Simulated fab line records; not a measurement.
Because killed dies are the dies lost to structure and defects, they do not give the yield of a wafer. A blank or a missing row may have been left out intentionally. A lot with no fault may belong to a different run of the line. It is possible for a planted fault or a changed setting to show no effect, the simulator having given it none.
Comparing a struck lot with a sound one :: flow n5-finfet :: 17 out of 1938 route steps
Sound: wafers L664.2, L664.4, L664.6. Struck: wafer L677.5. (L677.4, L677.6 of the same lot were not struck and are left out.) The cause comes at the end.
For every step that has rows: the tool of each side, followed by ch and its chambers, followed by its first start. Under that, the readings that differ: sound wafers :: struck wafers :: difference of the means :: sigmas: that difference in standard deviations of wafers without a fault.
alike: readings with means less than 2 such deviations apart, plus words and numbers identical on both sides. not compared: withheld readings, readings lacking a value on some wafer, bounds such as >300 that could conceal the same value, and numbers that have no deviation in the record and whose values overlap.
The two part at a step that has a row with sigmas, a row that says differs or no value, or rows on one side only. Numbers that don't overlap but have no deviation are shown without sigmas and don't part them. A reading that every wafer of one side lacks parts them only if that side has two wafers or more.

N5_PMOS_HMC_CHANNEL_EPI_HM_DEP_34: deposits SiO2 from TEOS/O2, target thk 36 nm, time 6.9 s.
  sound on pecvd-01 ch 0,1,2, day 1 17:10; struck on pecvd-01 ch 2, day 5 01:16
  alike: heater-power-w, showerhead-plenum-p-Torr, throttle-valve-pct
then, 7 steps without rows for these wafers: N5_PMOS_HMC_CHANNEL_EPI_COAT_31 (time 60 s, resist thk 66 nm); N5_PMOS_HMC_CHANNEL_EPI_COAT_03 (resist thk 205 nm); N5_PMOS_HMC_CHANNEL_EPI_EBR_05; N5_PMOS_HMC_CHANNEL_EPI_SOFTBAKE_04 (time 60 s); N5_PMOS_HMC_CHANNEL_EPI_EXPOSE_06 (exposes mask PMOS HMC BLK, target cd 240 nm); N5_PMOS_HMC_CHANNEL_EPI_PEB_07 (peb time 60 s); N5_PMOS_HMC_CHANNEL_EPI_DEVELOP_08 (develop time 30 s).
N5_PMOS_HMC_CHANNEL_EPI_CD_MEAS_09: the cd target is 237.4 nm.
  sound on cd-sem-03 ch 0, day 1 17:34; struck on cd-sem-01 ch 0, day 5 01:32
  alike: cd-nm
N5_PMOS_HMC_CHANNEL_EPI_OVL_MEAS_10:
  sound on overlay-01 ch 0, day 1 17:36; struck on overlay-02 ch 0, day 5 01:33
  alike: PMOS_HMC_BLK_OVL
N5_PMOS_HMC_CHANNEL_EPI_INSPECT_11: inspects for defects (macro).
  sound: defect-inspect-02 at day 1 17:38; struck: defect-inspect-01 at day 5 01:35
  alike: raw-defect-count
N5_PMOS_HMC_CHANNEL_EPI_DESCUM_14: chemistry O2, time 7.9 s.
  sound on rie-diel-05 ch 0,1,2, day 1 17:41; struck on rie-diel-06 ch 1, day 5 01:37
reading: o2-flow-sccm (sccm)
sound: 224.5 226.0 224.6
struck: 223.6
difference: -1.4
sigmas: -2
  alike: drypump-motor-current-A, oes-product-au, rf-vpp-V, showerhead-plenum-p-Torr, temp-c, throttle-valve-pct
  not compared: rf-hours-counter-h
N5_PMOS_HMC_CHANNEL_EPI_ETCH_32: etches BARC in N2/H2, stops on SiO2, target depth 85.8 nm, time 50.3 s.
  sound on rie-diel-05 ch 0,1,2, day 1 17:44; struck on rie-diel-06 ch 1, day 5 01:39
reading: over-etch-frac
sound: 0.3 0.3 0.3
struck: 0.46949
difference: +0.16949
sigmas: 

reading: model.CAR-ArF-block_of_PMOS_HMC_CHANNEL_EPI_COAT_03.thk-nm (nm)
sound: 131.5 133.7 134.5
struck: 125.8
difference: -7.4
sigmas: 
  alike: drypump-motor-current-A, n2-flow-sccm, oes-product-au, rf-vpp-V, showerhead-plenum-p-Torr, throttle-valve-pct
  not compared: rf-hours-counter-h
N5_PMOS_HMC_CHANNEL_EPI_HM_OPEN_15: chemistry CHF3/O2, target SiO2, target depth 40.6 nm, time 20.3 s.
  sound on rie-diel-05 ch 0,1,2, day 1 17:46; struck on rie-diel-06 ch 1, day 5 01:41
reading: model.CAR-ArF-block_of_PMOS_HMC_CHANNEL_EPI_COAT_03.thk-nm (nm)
sound: 90.68 93.52 94.9
struck: 86.35
difference: -6.68
sigmas: 
  alike: drypump-motor-current-A, mfc-ar-sccm, oes-product-au, rf-vpp-V, showerhead-plenum-p-Torr, throttle-valve-pct
  not compared: rf-hours-counter-h
N5_PMOS_HMC_CHANNEL_EPI_STRIP_33: strips in N2/H2.
  sound on rie-diel-05 ch 0,1,2, day 1 17:50; struck on rie-diel-06 ch 1, day 5 01:44
  alike: drypump-motor-current-A, n2-flow-sccm, oes-product-au, rf-vpp-V, showerhead-plenum-p-Torr, temp-c, throttle-valve-pct
  not compared: rf-hours-counter-h
-- a jump in the record: the struck wafers' starts before and after are 9 days apart (it breaks off in module PMOS_HMC_CHANNEL_EPI and resumes in module BEOL_M4, where the first step shown is number 1111 of the route) --
N5_BEOL_M4_RC_MEAS_101:
  sound on prober-02 ch 0, day 7 18:35; struck on prober-02 ch 0, day 14 08:31
  alike: DIBL_N, DIBL_P, IOFF_N, IOFF_P, ION_N, ION_P, SS_N, SS_P, VT_N, VT_P
then, 1 step without rows for these wafers: N5_PASSIVATION_PROBE_49.

WHERE THEY PART
Only at N5_PMOS_HMC_CHANNEL_EPI_DESCUM_14, within this record. Later steps at which nothing parts them and some readings are alike: N5_PMOS_HMC_CHANNEL_EPI_ETCH_32, N5_PMOS_HMC_CHANNEL_EPI_HM_OPEN_15, N5_PMOS_HMC_CHANNEL_EPI_STRIP_33, N5_BEOL_M4_RC_MEAS_101.

WHY: what had been put in by the simulator
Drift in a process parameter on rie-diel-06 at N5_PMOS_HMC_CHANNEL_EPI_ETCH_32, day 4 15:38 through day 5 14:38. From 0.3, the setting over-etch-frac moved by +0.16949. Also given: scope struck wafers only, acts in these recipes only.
